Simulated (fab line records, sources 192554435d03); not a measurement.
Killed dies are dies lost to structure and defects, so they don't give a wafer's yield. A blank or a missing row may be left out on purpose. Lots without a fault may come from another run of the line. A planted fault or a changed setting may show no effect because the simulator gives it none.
fab line records | flow n5_finfet
record lots=9 wafers=25 last_day=17
route steps=1938 shown SD_EPI_N@293 SD_EPI_P@307 BEOL_M4@1111 PASSIVATION@1936
lots that met no fault: from a run of the same line without faults
start_h: hours from the record's first day to the start of the lot's first wafer shown | wait_h: hours since the lot's step before | " the same as in the row above | L1.1+2: a row that stands for several wafers | - no value, or no start given | * or withheld: withheld | < > ~ a bound
route shown NAME@n: a module of which the file shows steps, and the number in the route of the first | usual: mean/standard deviation of fault-free wafers | same: alike in all rows | chamber/n: place in a boat | sites: the reading at each site | _std_site: their standard deviation | _edge_site: outer sites' mean less inner sites' | radius_mm: how far each site lies from the wafer's centre | mask NAME#n: copy n | behind: the tool/chamber that last shaped the wafer | hold: why the lot was held/for how many hours/how that ended | device: the transistor (n, p or np) that didn't switch | end of line: the same wafers' tests at the end of the route | a step without rows: its recipe alone | killed: dies lost to structure and defects at the first sort, not the wafer's yield | map: a wafer's dies, x killed, . not, _ none there
set.NAME: the setting as run; set.NAME@STEP: as run at that earlier step | model.NAME: the simulator's own value behind a step, which no gauge read
steps of the route over a sample of lots; a table a step, a row a wafer
services: from which hour (start_h, from the record's first day; less than 0 if before it) a tool's chamber was out of use, for how many hours, and why
## steps
# step N5_SD_EPI_N_LINER_46
# recipe material=SiNx target_thk_a=30 temp_c=400 ald_precursor_family=SiH2I2 ald_co_reactant=N2/H2-plasma pressure_torr=2
# usual heater_power_w=864/130
# columns lot.wafer tool chamber start_h wait_h heater_power_w
L444.1 ald_sin-04 0 65.94 0.2 1124
L444.3 " 2 " " 786
L444.5 " 0 " " 1119
L454.5 ald_sin-01 1 129.61 0.2 787
L454.6 " 0 " " 1067
L456.1 ald_sin-03 1 135.46 0.2 997
L456.2 " 2 " " 847
L456.4 " 0 " " 783
L457.3 ald_sin-01 2 142.00 0.1 875
L457.5 " 2 " " 879
L457.6 " 1 " " 809
L458.1 ald_sin-04 0 148.05 0.2 1125
L458.5 " 0 " " 1112
L458.6 " 1 " " 824
L460.2 ald_sin-03 2 161.50 0.1 838
L460.4 " 2 " " 837
L461.1 ald_sin-03 3 164.74 0.2 733
L461.3 " 0 " " 757
L461.5 " 1 " " 984
L463.3 ald_sin-04 3 178.88 0.1 745
L463.4 " 1 " " 793
L463.6 " 0 " " 1137
L465.3 ald_sin-01 2 191.21 0.1 878
L465.5 " 2 " " 866
L465.6 " 3 " " 732
# step N5_SD_EPI_P_ETCH_36
# recipe chemistry=CF4 target=SiARC target_depth_a=455 mask_material=CAR-ArF-block time_s=75.8 ion_energy_ev=80 pressure_mtorr=40 source_w=545 bias_w=36 Ar_flow_sccm=100 cf4_flow_sccm=100 ends=cleared
# usual bias_w=36.00/0.12 cf4_flow_sccm=100.01/0.29 drypump_motor_current_A=5.7/0.5 etch_rf_on_time_s=76.5/1.5 oes_product_au=0.65/0.039 rf_vpp_V=183.9/1.1 showerhead_plenum_p_Torr=2.14/0.064 throttle_valve_pct=15.73/0.24
# columns lot.wafer tool chamber start_h wait_h bias_w cf4_flow_sccm drypump_motor_current_A etch_rf_on_time_s oes_product_au rf_hours_counter_h rf_vpp_V showerhead_plenum_p_Torr throttle_valve_pct
L444.1 rie_diel-06 0 66.72 0.0 35.96 99.77 6.1 74.8 0.72 73 185.6 2.24 15.23
L444.3 " 1 " " 35.84 100.08 5.3 75.8 0.64 128 183.9 2.15 15.90
L444.5 " 1 " " 35.93 100.11 5.4 76.1 0.65 - 184.2 2.15 15.89
L454.5 rie_diel-06 1 130.36 0.0 35.91 99.93 5.3 77.7 0.62 - 184.6 2.14 15.95
L454.6 " 0 " " 36.05 100.04 6.1 75.9 0.70 - 183.9 2.24 15.28
L456.1 rie_diel-06 0 136.11 0.0 36.06 99.82 6.1 74.8 0.71 93 185.4 2.24 15.29
L456.2 " 2 " " 36.11 100.54 6.3 78.0 0.60 207 186.4 2.22 15.92
L456.4 " 1 " " 36.05 100.03 5.3 76.5 0.63 152 185.7 2.14 15.94
L457.3 rie_diel-05 1 142.79 0.0 35.83 99.96 5.2 78.7 0.60 174 183.4 2.15 16.07
L457.5 " 1 " " 35.90 100.07 5.2 79.1 0.60 - 184.9 2.15 16.07
L457.6 " 0 " " 35.83 99.93 5.8 73.8 0.69 - 183.9 2.07 15.54
L458.1 rie_diel-05 0 148.83 0.0 35.86 99.93 5.9 72.9 0.69 112 183.4 2.07 15.53
L458.5 " 3 " " 36.08 99.72 4.7 77.2 0.64 - 183.5 2.13 15.61
L458.6 " 2 " " 35.91 99.82 6.3 76.6 0.65 - 184.5 2.16 15.93
L460.2 rie_diel-06 2 162.27 0.0 35.94 99.83 6.3 77.4 0.60 215 184.3 2.22 15.94
L460.4 " 3 " " 35.83 100.14 5.6 76.0 0.61 189 181.9 2.05 15.76
L461.1 rie_diel-01 0 165.63 0.0 35.91 100.19 5.3 76.0 0.71 79 183.9 2.18 15.57
L461.3 " 3 " " 36.11 100.07 5.8 78.4 0.62 170 184.6 2.13 15.76
L461.5 " 1 " " 35.91 99.76 6.4 78.1 0.61 - 183.7 2.04 15.84
L463.3 rie_diel-05 2 179.66 0.0 36.10 100.27 6.3 76.6 0.65 142 183.8 2.16 15.95
L463.4 " 0 " " 36.06 100.08 5.8 72.7 0.68 120 182.7 2.07 15.56
L463.6 " 1 " " 35.99 99.86 5.2 78.6 0.60 - 185.8 2.14 16.09
L465.3 rie_diel-01 2 192.23 0.0 36.00 99.86 5.9 76.4 0.71 65 183.4 2.08 15.53
L465.5 " 1 " " 35.91 99.64 6.4 76.9 0.61 - 181.6 2.04 15.83
L465.6 " 2 " " 35.91 99.69 5.9 77.0 0.72 - 182.1 2.08 15.56
# step N5_SD_EPI_P_STRIP_40
# recipe chemistry=N2/H2 power_w=1000 temp_c=250 h2_frac=0.65 overash_fraction=0.3 pressure_mtorr=withheld n2_flow_sccm=1750 h2_flow_sccm=3250
# usual drypump_motor_current_A=5.5/0.56 heater_power_w=323/20 n2_flow_sccm=1751/5.2 oes_product_au=0.762/0.012
# columns lot.wafer tool chamber start_h wait_h drypump_motor_current_A heater_power_w n2_flow_sccm oes_product_au rf_hours_counter_h
L444.1 plasma_asher-02 1 67.51 0.0 5.2 312 1752 0.761 80
L444.3 " 1 " " 5.3 317 1753 0.746 -
L444.5 " 1 " " 5.2 321 1755 0.767 -
L454.5 plasma_asher-01 1 131.17 0.1 6.4 320 1753 0.765 -
L454.6 " 0 " " 5.4 359 1758 0.770 -
L456.1 plasma_asher-02 1 136.90 0.0 5.2 316 1745 0.751 94
L456.2 " 0 " " 4.9 299 1752 0.749 94
L456.4 " 1 " " 5.3 305 1753 0.776 -
L457.3 plasma_asher-01 0 143.61 0.0 5.4 355 1759 0.779 -
L457.5 " 0 " " 5.4 361 1764 0.780 -
L457.6 " 1 " " 6.4 322 1755 0.754 -
L458.1 plasma_asher-02 0 149.62 0.0 4.9 307 1758 0.775 96
L458.5 " 1 " " 5.3 306 1751 0.784 -
L458.6 " 0 " " 4.9 304 1754 0.778 -
L460.2 plasma_asher-01 1 163.07 0.0 6.4 318 1746 0.745 57
L460.4 " 1 " " 6.4 314 1751 0.769 -
L461.1 plasma_asher-01 0 166.42 0.0 5.4 358 1747 0.779 58
L461.3 " 1 " " 6.4 313 1754 0.751 -
L461.5 " 0 " " 5.4 351 1748 0.757 -
L463.3 plasma_asher-01 0 180.49 0.0 5.4 352 1752 0.768 -
L463.4 " 1 " " 6.4 317 1740 0.765 -
L463.6 " 1 " " 6.4 316 1738 0.775 -
L465.3 plasma_asher-02 1 193.04 0.0 5.3 311 1754 0.750 -
L465.5 " 0 " " 4.9 304 1752 0.768 -
L465.6 " 1 " " 5.2 314 1760 0.766 -
# step N5_SD_EPI_P_VAPOR_ETCH_44
# recipe chemistry=NF3/Ar target=SiGe30 temp_c=25 time_s=3.3 mode=isotropic
# usual susceptor_temp_C=25.03/0.1 time_s=3.3/0
# columns lot.wafer tool chamber start_h wait_h susceptor_temp_C time_s
L444.1 epi_rpcvd-02 0 67.85 0.1 24.97 3.3
L444.3 " 0 " " 24.88 3.3
L444.5 " 0 " " 25.12 3.3
L454.5 epi_rpcvd-03 0 131.68 0.2 24.97 3.3
L454.6 " 0 " " 25.28 3.3
L456.1 epi_rpcvd-03 - 137.24 0.1 - -
L456.2 " - " " - -
L456.4 " - " " - -
L457.3 epi_rpcvd-03 - 143.98 0.1 - -
L457.5 " - " " - -
L457.6 " - " " - -
L458.1 epi_rpcvd-02 - 149.96 0.1 - -
L458.5 " - " " - -
L458.6 " - " " - -
L460.2 epi_rpcvd-03 0 163.44 0.1 25.02 3.3
L460.4 " 0 " " 25.01 3.3
L461.1 epi_rpcvd-02 0 166.76 0.1 25.05 3.3
L461.3 " 0 " " 25.00 3.3
L461.5 " 0 " " 25.02 3.3
L463.3 epi_rpcvd-03 0 180.86 0.1 24.94 3.3
L463.4 " 0 " " 24.76 3.3
L463.6 " 0 " " 24.77 3.3
L465.3 epi_rpcvd-03 0 193.43 0.1 24.90 3.3
L465.5 " 0 " " 24.91 3.3
L465.6 " 0 " " 24.91 3.3
# step N5_BEOL_M4_RC_MEAS_101
# usual CJ_P=5.81/0.16 DIBL_N=37.2/1.9 DIBL_P=37.3/2.2 IOFF_N=0.18/0.038 IOFF_P=0.22/0.039 IOFF_P_85C=3.8/0.58 IOFF_P_LIN=0.102/0.014 IOFF_P_LONG=0.000103/9.5e-06 ION_N=678/11 ION_P=462/6.9 REXT_P=100.5/2.9 SS_N=71.8/0.68 SS_P=73.5/0.65 VT_N=249/3.4 VT_P=-250/3.2 VT_P_LVT=-99/3
# columns lot.wafer tool chamber start_h wait_h CJ_P DIBL_N[mV/V] DIBL_P[mV/V] IOFF_N[nA/um] IOFF_P[nA/um] IOFF_P_85C[nA/um] IOFF_P_LIN[nA/um] IOFF_P_LONG[nA/um] ION_N[uA/um] ION_P[uA/um] REXT_P[ohm.um] SS_N[mV/dec] SS_P[mV/dec] VT_N[mV] VT_P[mV] VT_P_LVT[mV]
L444.1 prober-02 0 188.22 0.0 5.72 39.3 37.7 0.19 0.21 3.6 0.095 9.4e-05 668 450 96.7 71.0 73.9 248 -252 -101
L444.3 " 0 " " 5.66 40.1 37.9 0.23 0.22 3.8 0.099 9.4e-05 678 459 98.3 72.0 74.3 244 -250 -99
L444.5 " 0 " " 5.76 41.2 40.2 0.24 0.25 4.2 0.108 9.4e-05 681 461 98.4 72.1 74.2 244 -254 -98
L454.5 prober-01 0 251.32 0.6 5.88 37.4 37.8 0.18 0.20 3.4 0.090 8.9e-05 682 457 97.5 72.3 73.8 249 -253 -103
L454.6 " 0 " " 5.77 37.2 36.9 0.17 0.18 3.2 0.084 8.6e-05 677 448 98.2 72.1 73.4 251 -255 -104
L457.3 prober-01 0 259.47 0.3 4.67 36.9 24.2 0.15 0.03 0.7 0.019 7.8e-05 676 290 293.3 71.7 71.0 250 -291 -142
L457.5 " 0 " " 4.73 38.3 26.9 0.19 0.04 0.8 0.022 7.8e-05 684 292 289.2 71.8 72.0 248 -291 -138
L457.6 " 0 " " 4.65 36.3 24.1 0.15 0.03 0.7 0.019 7.8e-05 675 287 291.3 71.7 71.8 251 -292 -140
L456.1 prober-01 0 264.34 0.0 4.06 40.5 28.0 0.22 0.04 0.9 0.024 8.1e-05 682 293 294.8 72.9 71.8 247 -289 -137
L456.2 " 0 " " 4.75 38.5 26.4 0.19 0.04 0.8 0.022 8.5e-05 686 296 289.6 70.8 71.7 245 -290 -138
L456.4 " 0 " " 4.49 37.3 24.0 0.15 0.03 0.7 0.019 8.1e-05 665 292 292.7 70.8 70.8 253 -293 -139
L458.1 prober-01 0 267.21 0.0 4.44 34.7 25.8 0.16 0.03 0.7 0.019 7.5e-05 681 286 297.6 71.6 71.4 251 -294 -142
L458.5 " 0 " " 4.42 35.3 26.6 0.17 0.03 0.7 0.019 7.3e-05 684 287 298.3 71.5 71.5 246 -295 -141
L458.6 " 0 " " 4.60 36.2 27.2 0.19 0.03 0.8 0.020 7.4e-05 682 289 296.1 71.5 71.8 251 -291 -140
L460.2 prober-01 0 281.17 0.2 5.83 41.3 41.9 0.26 0.31 5.0 0.128 0.000102 689 467 102.8 73.0 75.0 244 -247 -94
L460.4 " 0 " " 5.77 36.6 35.3 0.16 0.20 3.4 0.095 0.000104 687 473 102.4 70.9 74.0 247 -249 -99
L461.1 prober-01 0 291.84 0.0 5.84 37.6 35.7 0.16 0.21 3.7 0.101 0.000112 677 463 99.8 71.9 73.2 249 -249 -99
L461.3 " 0 " " 5.81 37.7 35.5 0.17 0.21 3.6 0.100 0.000109 670 457 100.3 72.4 73.9 247 -250 -99
L461.5 " 0 " " 5.58 37.3 36.3 0.16 0.24 4.0 0.108 0.000109 677 464 97.2 72.1 73.7 248 -250 -98
L463.3 prober-02 0 300.65 0.3 5.80 36.7 38.0 0.19 0.22 3.7 0.101 0.000103 684 462 106.7 71.4 73.8 247 -250 -102
L463.4 " 0 " " 5.93 37.6 39.6 0.22 0.26 4.3 0.116 0.000106 690 462 104.3 72.2 73.6 247 -249 -99
L463.6 " 0 " " 5.95 36.4 37.7 0.18 0.22 3.7 0.103 0.000108 685 462 104.5 72.3 73.1 248 -250 -101
L465.3 prober-02 0 310.43 0.3 5.88 35.6 36.9 0.16 0.19 3.4 0.093 0.000101 669 460 100.9 71.8 73.2 251 -253 -99
L465.5 " 0 " " 6.02 33.3 32.9 0.11 0.15 2.7 0.077 0.000105 655 453 100.0 71.8 73.2 257 -255 -103
L465.6 " 0 " " 5.80 37.0 37.7 0.18 0.22 3.8 0.102 0.0001 678 459 99.5 72.6 73.6 248 -250 -98
# step N5_PASSIVATION_PROBE_49
# usual defect_limited_yield=91.2/1.6 killed_at_M0_to_M3=31/10 killed_at_M4_up=14/4.4 killed_at_contacts=13/6 killed_at_front_end=43/13 killed_at_other=3.5/2.6 killed_dies=104/18 killed_on_rim=14/4.6 killed_open=68/14 killed_short=34/8.1 sort_bin_4_leakage=0.01/0.073 sort_bin_5_function=5.1/1.1 sort_bin_6_memory=3.3/0.68 sort_bin_8_speed=0.00/0.0071 sort_n_pass=1076/18 sort_yield_pct=91.2/1.6
# same gross_dies=1180 killed_at_back_side=0
# columns lot.wafer tool chamber start_h wait_h defect_limited_yield[%] killed_at_M0_to_M3 killed_at_M4_up killed_at_contacts killed_at_front_end killed_at_other killed_dies killed_on_rim killed_open killed_short sort_bin_4_leakage[%] sort_bin_5_function[%] sort_bin_6_memory[%] sort_bin_8_speed[%] sort_n_pass sort_yield_pct[%]
L444.1 prober-02 - 289.90 0.0 89.5 54 9 8 50 3 124 17 83 41 0 5.8 4.2 0 1056 89.5
L444.3 prober-02 - 290.00 0.1 90.3 41 10 15 47 1 114 10 63 43 0 6.4 2.3 0 1066 90.3
L444.5 prober-02 - 290.10 0.2 91.5 40 10 9 40 1 100 9 74 26 0 5.4 3.0 0 1080 91.5
L454.5 prober-02 - 351.45 0.2 88.3 51 14 28 38 7 138 13 89 49 0 7.6 3.8 0 1042 88.3
L454.6 prober-02 - 351.50 0.3 89.5 51 25 11 32 5 124 14 71 53 0 5.8 4.4 0 1056 89.5
L457.3 prober-02 - 354.47 0.1 91.4 21 13 13 50 5 102 7 73 28 0 5.1 3.5 91.44 0 0
L457.5 prober-02 - 354.57 0.2 93.6 22 13 14 19 8 76 7 56 19 0 4.0 2.3 93.56 0 0
L457.6 prober-02 - 354.62 0.3 88.9 47 10 22 46 6 131 17 80 50 0 6.7 3.8 88.90 0 0
L456.1 prober-01 - 368.08 0.0 90.8 35 11 14 47 1 108 10 70 37 0 5.3 3.3 90.85 0 0
L456.2 prober-01 - 368.13 0.1 93.9 24 10 9 27 2 72 13 50 22 0 3.4 2.5 93.90 0 0
L456.4 prober-01 - 368.23 0.2 91.2 20 15 17 49 3 104 16 67 36 0 5.3 3.1 91.19 0 0
L458.1 prober-01 - 382.03 0.0 89.6 47 9 13 53 1 123 27 78 45 0 4.9 5.0 89.58 0 0
L458.5 prober-01 - 382.23 0.2 91.0 23 17 7 54 5 106 10 71 34 0 5.5 3.3 91.02 0 0
L458.6 prober-01 - 382.28 0.3 89.6 36 16 12 57 2 123 13 79 43 0 6.6 3.5 89.58 0 0
L460.2 prober-02 - 394.75 0.1 90.6 31 14 16 50 0 111 22 66 44 0.08 5.9 2.9 0 1068 90.5
L460.4 prober-02 - 394.85 0.2 90.6 40 12 23 35 1 111 19 71 35 0 5.4 3.2 0 1069 90.6
L461.1 prober-01 - 400.99 0.0 89.9 24 12 23 59 1 119 13 76 36 0 5.8 3.6 0 1061 89.9
L461.3 prober-01 - 401.09 0.1 92.4 37 13 8 30 2 90 16 59 30 0 4.7 2.5 0 1090 92.4
L461.5 prober-01 - 401.19 0.2 91.9 6 7 8 74 1 96 7 52 38 0 4.2 3.3 0 1084 91.9
L463.3 prober-02 - 411.88 0.1 93.2 16 17 6 41 0 80 6 58 22 0 4.5 2.1 0 1100 93.2
L463.4 prober-02 - 411.93 0.2 93.4 15 15 8 39 1 78 9 50 28 0 3.3 3.1 0 1102 93.4
L463.6 prober-02 - 412.03 0.3 93.1 22 10 12 35 2 81 8 49 32 0 3.2 3.4 0 1099 93.1
L465.3 prober-01 - 419.55 0.1 91.4 19 19 14 43 7 102 4 64 31 0 4.7 3.1 0 1078 91.4
L465.5 prober-01 - 419.65 0.2 90.6 16 21 13 56 5 111 11 77 29 0 5.6 3.4 0 1069 90.6
L465.6 prober-01 - 419.70 0.3 91.1 43 20 7 31 4 105 13 74 28 0 5.1 3.5 0 1075 91.1
# killed by level:class
L444.1 STI_FIN_REVEAL:geometric_particle:open=20 BEOL_M0_SAQP:geometric_particle:open=16 BEOL_M3:geometric_particle:open=12 BEOL_M0_SAQP:geometric_particle:short=11 FIN_SAQP:geometric_particle:open=9 STI_FIN_REVEAL:geometric_particle:short=6 BEOL_M2:geometric_particle:open=6 MOL_CONTACT_COAG:geometric_particle:open=5
L444.3 FIN_SAQP:geometric_particle:short=14 BEOL_M3:geometric_particle:open=14 MOL_CONTACT_COAG:geometric_particle:open=10 BEOL_M0_SAQP:geometric_particle:short=9 FIN_SAQP:geometric_particle:open=8 HKMG_FIN:area_etch=8 MOL_CONTACT_COAG:geometric_particle:short=5 BEOL_M1:geometric_particle:open=5
L444.5 STI_FIN_REVEAL:geometric_particle:open=13 BEOL_M0:geometric_particle:open=10 BEOL_M0_SAQP:geometric_particle:open=10 FIN_SAQP:geometric_particle:open=8 MOL_CONTACT_COAG:geometric_particle:open=7 BEOL_M2:geometric_particle:open=5 STI_FIN_REVEAL:geometric_particle:short=4 DUMMY_GATE:geometric_particle:open=4
L454.5 BEOL_M0_SAQP:geometric_particle:open=22 MOL_CONTACT_COAG:geometric_particle:open=20 BEOL_M0_SAQP:geometric_particle:short=14 FIN_SAQP:geometric_particle:open=13 MOL_CONTACT_COAG:geometric_particle:short=8 FIN_SAQP:geometric_particle:short=6 BEOL_M2:geometric_particle:open=5 BEOL_M3:geometric_particle:open=5
L454.6 BEOL_M0_SAQP:geometric_particle:short=14 BEOL_M0_SAQP:geometric_particle:open=13 BEOL_M2:geometric_particle:open=12 BEOL_M4:geometric_particle:open=12 FIN_SAQP:geometric_particle:short=9 MOL_CONTACT_COAG:geometric_particle:open=7 STARTING-WAFER:geometric_particle:short=6 GATE_CUT:geometric_particle:short=5
L457.3 STI_FIN_REVEAL:geometric_particle:open=22 MOL_CONTACT_COAG:geometric_particle:open=11 STI_FIN_REVEAL:geometric_particle:short=7 BEOL_M4:geometric_particle:open=7 GATE_CUT:geometric_particle:short=5 GATE_CUT:geometric_particle:open=5 BEOL_M0_SAQP:geometric_particle:open=4 BEOL_M0:geometric_particle:open=4
L457.5 MOL_CONTACT_COAG:geometric_particle:open=12 BEOL_M4:geometric_particle:open=8 DUMMY_GATE:geometric_particle:open=6 BEOL_M0_SAQP:geometric_particle:open=6 BEOL_M0_SAQP:geometric_particle:short=5 PAD_METAL:geometric_particle:open=5 BEOL_M1:geometric_particle:open=4 STI_FIN_REVEAL:geometric_particle:short=2
L457.6 MOL_CONTACT_COAG:geometric_particle:open=19 BEOL_M0_SAQP:geometric_particle:short=11 BEOL_M3:geometric_particle:open=10 BEOL_M0_SAQP:geometric_particle:open=10 DUMMY_GATE:geometric_particle:open=7 FIN_SAQP:geometric_particle:open=6 STI_FIN_REVEAL:geometric_particle:open=6 BEOL_M2:geometric_particle:open=6
L456.1 BEOL_M2:geometric_particle:open=13 MOL_CONTACT_COAG:geometric_particle:open=12 STI_FIN_REVEAL:geometric_particle:open=9 BEOL_M0_SAQP:geometric_particle:short=9 GATE_CUT:geometric_particle:short=8 FIN_SAQP:geometric_particle:short=6 BEOL_M3:geometric_particle:open=6 DUMMY_GATE:geometric_particle:open=5
L456.2 BEOL_M2:geometric_particle:open=7 MOL_CONTACT_COAG:geometric_particle:open=7 BEOL_M4:geometric_particle:open=6 DUMMY_GATE:geometric_particle:open=5 BEOL_M0_SAQP:geometric_particle:open=4 BEOL_M3:geometric_particle:open=4 DUMMY_GATE:geometric_particle:short=3 BEOL_M1:geometric_particle:open=3
L456.4 MOL_CONTACT_COAG:geometric_particle:open=13 STI_FIN_REVEAL:geometric_particle:open=11 BEOL_M2:geometric_particle:open=7 BEOL_M0_SAQP:geometric_particle:short=6 BEOL_M4:geometric_particle:open=6 FIN_SAQP:geometric_particle:open=5 GATE_CUT:geometric_particle:open=5 STARTING-WAFER:geometric_particle:short=4
L458.1 STI_FIN_REVEAL:geometric_particle:open=17 BEOL_M0_SAQP:geometric_particle:open=16 BEOL_M0_SAQP:geometric_particle:short=13 FIN_SAQP:geometric_particle:open=10 MOL_CONTACT_COAG:geometric_particle:open=10 FIN_SAQP:geometric_particle:short=9 BEOL_M2:geometric_particle:open=5 BEOL_M3:geometric_particle:open=5
L458.5 FIN_SAQP:geometric_particle:open=22 STI_FIN_REVEAL:geometric_particle:open=9 BEOL_M0_SAQP:geometric_particle:short=9 BEOL_M4:geometric_particle:open=6 MOL_CONTACT_COAG:geometric_particle:open=5 BEOL_M0_SAQP:geometric_particle:open=4 STI_FIN_REVEAL:geometric_particle:short=3 ILD0:geometric_particle:short=3
L458.6 STI_FIN_REVEAL:geometric_particle:open=21 FIN_SAQP:geometric_particle:short=11 BEOL_M0_SAQP:geometric_particle:short=11 MOL_CONTACT_COAG:geometric_particle:open=10 BEOL_M4:geometric_particle:open=9 FIN_SAQP:geometric_particle:open=7 BEOL_M0_SAQP:geometric_particle:open=7 BEOL_M3:geometric_particle:open=7
L460.2 MOL_CONTACT_COAG:geometric_particle:open=12 BEOL_M2:geometric_particle:open=10 STI_FIN_REVEAL:geometric_particle:open=8 DUMMY_GATE:geometric_particle:open=7 FIN_SAQP:geometric_particle:short=6 FIN_SAQP:geometric_particle:open=6 BEOL_M4:geometric_particle:open=6 STARTING-WAFER:geometric_particle:short=6
L460.4 MOL_CONTACT_COAG:geometric_particle:open=19 BEOL_M2:geometric_particle:open=9 GATE_CUT:geometric_particle:open=6 BEOL_M0_SAQP:geometric_particle:open=6 BEOL_M1:geometric_particle:open=6 FIN_SAQP:geometric_particle:short=5 DUMMY_GATE:geometric_particle:open=5 BEOL_M0_SAQP:geometric_particle:short=5
L461.1 MOL_CONTACT_COAG:geometric_particle:open=19 FIN_SAQP:geometric_particle:short=17 FIN_SAQP:geometric_particle:open=11 BEOL_M2:geometric_particle:open=9 GATE_CUT:geometric_particle:short=8 BEOL_M0:geometric_particle:open=6 HKMG_FIN:area_etch=6 STI_FIN_REVEAL:geometric_particle:open=5
L461.3 BEOL_M0_SAQP:geometric_particle:open=10 BEOL_M0_SAQP:geometric_particle:short=8 FIN_SAQP:geometric_particle:short=7 MOL_CONTACT_COAG:geometric_particle:open=7 FIN_SAQP:geometric_particle:open=6 BEOL_M3:geometric_particle:open=6 BEOL_M2:geometric_particle:open=5 BEOL_M4:geometric_particle:open=5
L461.5 FIN_SAQP:geometric_particle:short=21 STI_FIN_REVEAL:geometric_particle:open=21 MOL_CONTACT_COAG:geometric_particle:open=8 FIN_SAQP:geometric_particle:open=7 HKMG_FIN:area_etch=6 STARTING-WAFER:geometric_particle:open=5 GATE_CUT:geometric_particle:short=4 STI_FIN_REVEAL:geometric_particle:short=3
L463.3 FIN_SAQP:geometric_particle:open=10 BEOL_M4:geometric_particle:open=7 FIN_SAQP:geometric_particle:short=6 MOL_CONTACT_COAG:geometric_particle:open=5 STI_FIN_REVEAL:geometric_particle:open=5 DUMMY_GATE:geometric_particle:open=5 BEOL_M3:geometric_particle:open=5 BEOL_M0_SAQP:geometric_particle:open=4
L463.4 FIN_SAQP:geometric_particle:short=8 STI_FIN_REVEAL:geometric_particle:open=8 DUMMY_GATE:geometric_particle:open=7 GATE_CUT:geometric_particle:short=7 MOL_CONTACT_COAG:geometric_particle:open=6 BEOL_M3:geometric_particle:open=5 BEOL_M4:geometric_particle:open=5 BEOL_M1:geometric_particle:open=4
L463.6 DUMMY_GATE:geometric_particle:open=9 BEOL_M0_SAQP:geometric_particle:short=8 FIN_SAQP:geometric_particle:open=7 MOL_CONTACT_COAG:geometric_particle:open=7 FIN_SAQP:geometric_particle:short=6 BEOL_M0_SAQP:geometric_particle:open=6 MOL_CONTACT_COAG:geometric_particle:short=5 STI_FIN_REVEAL:geometric_particle:open=4
L465.3 FIN_SAQP:geometric_particle:open=10 STI_FIN_REVEAL:geometric_particle:open=10 BEOL_M4:geometric_particle:open=10 MOL_CONTACT_COAG:geometric_particle:open=8 MOL_CONTACT_COAG:geometric_particle:short=6 HKMG_FIN:area_etch=5 FIN_SAQP:geometric_particle:short=4 BEOL_M3:geometric_particle:open=4
L465.5 STI_FIN_REVEAL:geometric_particle:open=17 MOL_CONTACT_COAG:geometric_particle:open=12 BEOL_M4:geometric_particle:open=8 FIN_SAQP:geometric_particle:open=5 FIN_SAQP:geometric_particle:short=5 STI_FIN_REVEAL:geometric_particle:short=5 GATE_CUT:geometric_particle:open=5 BEOL_M3:geometric_particle:open=4
L465.6 STI_FIN_REVEAL:geometric_particle:open=11 BEOL_M1:geometric_particle:open=11 BEOL_M3:geometric_particle:open=10 MOL_CONTACT_COAG:geometric_particle:open=6 BEOL_M1:geometric_particle:short=5 BEOL_M2:geometric_particle:open=5 DUMMY_GATE:geometric_particle:open=4 BEOL_M7:geometric_particle:open=4
## services
# columns tool chamber start_h hours kind
rie_diel-06 - 43.09 0.3 repair
ald_sin-01 - 53.38 0.3 repair
ald_sin-01 3 56.61 12.0 repair
rie_diel-06 - 69.31 0.9 repair
ald_sin-03 - 69.92 2.8 pm
rie_diel-06 0 78.52 2.4 repair
ald_sin-03 - 85.37 14.0 pm
ald_sin-03 0 85.37 14.0 vent_cycle
ald_sin-03 1 85.37 14.0 vent_cycle
ald_sin-03 2 85.37 14.0 vent_cycle
ald_sin-03 3 85.37 14.0 vent_cycle
ald_sin-03 0 99.37 - clean
ald_sin-03 1 99.37 - clean
ald_sin-03 2 99.37 - clean
ald_sin-03 3 99.37 - clean
epi_rpcvd-03 - 109.24 2.8 pm
rie_diel-06 0 131.10 4.3 repair
rie_diel-01 - 163.38 1.2 repair
epi_rpcvd-02 - 173.20 1.4 repair
## key
first_sign step=N5_SD_EPI_P_VAPOR_ETCH_44 reading=tool_record direction=missing
effect step=N5_BEOL_M4_RC_MEAS_101 reading=REXT_P direction=up sigmas=66 usual=100.5 struck=293.7
effect step=N5_BEOL_M4_RC_MEAS_101 reading=ION_P direction=down sigmas=25 usual=462 struck=290
effect step=N5_BEOL_M4_RC_MEAS_101 reading=VT_P_LVT direction=down sigmas=13 usual=-99 struck=-140
effect step=N5_BEOL_M4_RC_MEAS_101 reading=VT_P direction=down sigmas=13 usual=-250 struck=-292
effect step=N5_BEOL_M4_RC_MEAS_101 reading=CJ_P direction=down sigmas=8.1 usual=5.81 struck=4.53
effect step=N5_BEOL_M4_RC_MEAS_101 reading=IOFF_P_LIN direction=down sigmas=5.8 usual=0.102 struck=0.020
effect step=N5_BEOL_M4_RC_MEAS_101 reading=DIBL_P direction=down sigmas=5.2 usual=37.3 struck=25.9
effect step=N5_BEOL_M4_RC_MEAS_101 reading=IOFF_P_85C direction=down sigmas=5.2 usual=3.8 struck=0.8
effect step=N5_BEOL_M4_RC_MEAS_101 reading=IOFF_P direction=down sigmas=4.7 usual=0.22 struck=0.03
effect step=N5_BEOL_M4_RC_MEAS_101 reading=SS_P direction=down sigmas=3 usual=73.5 struck=71.5
effect step=N5_BEOL_M4_RC_MEAS_101 reading=IOFF_P_LONG direction=down sigmas=2.7 usual=0.000103 struck=7.8e-05
effect step=N5_PASSIVATION_PROBE_49 reading=sort_bin_8_speed direction=up sigmas=99+ usual=0.00 struck=91.11
met_at N5_SD_EPI_P_VAPOR_ETCH_44
struck_lots L456,L457,L458
not_acting_at N5_SD_EPI_N_LINER_46,N5_SD_EPI_P_ETCH_36,N5_SD_EPI_P_STRIP_40
onset_between 131.68 137.24
fault kind=skipped_step_whole tool=epi_rpcvd-02,epi_rpcvd-03 chamber=- onset_h=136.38 steps=N5_SD_EPI_P_VAPOR_ETCH_44 scope=struck_lots_only
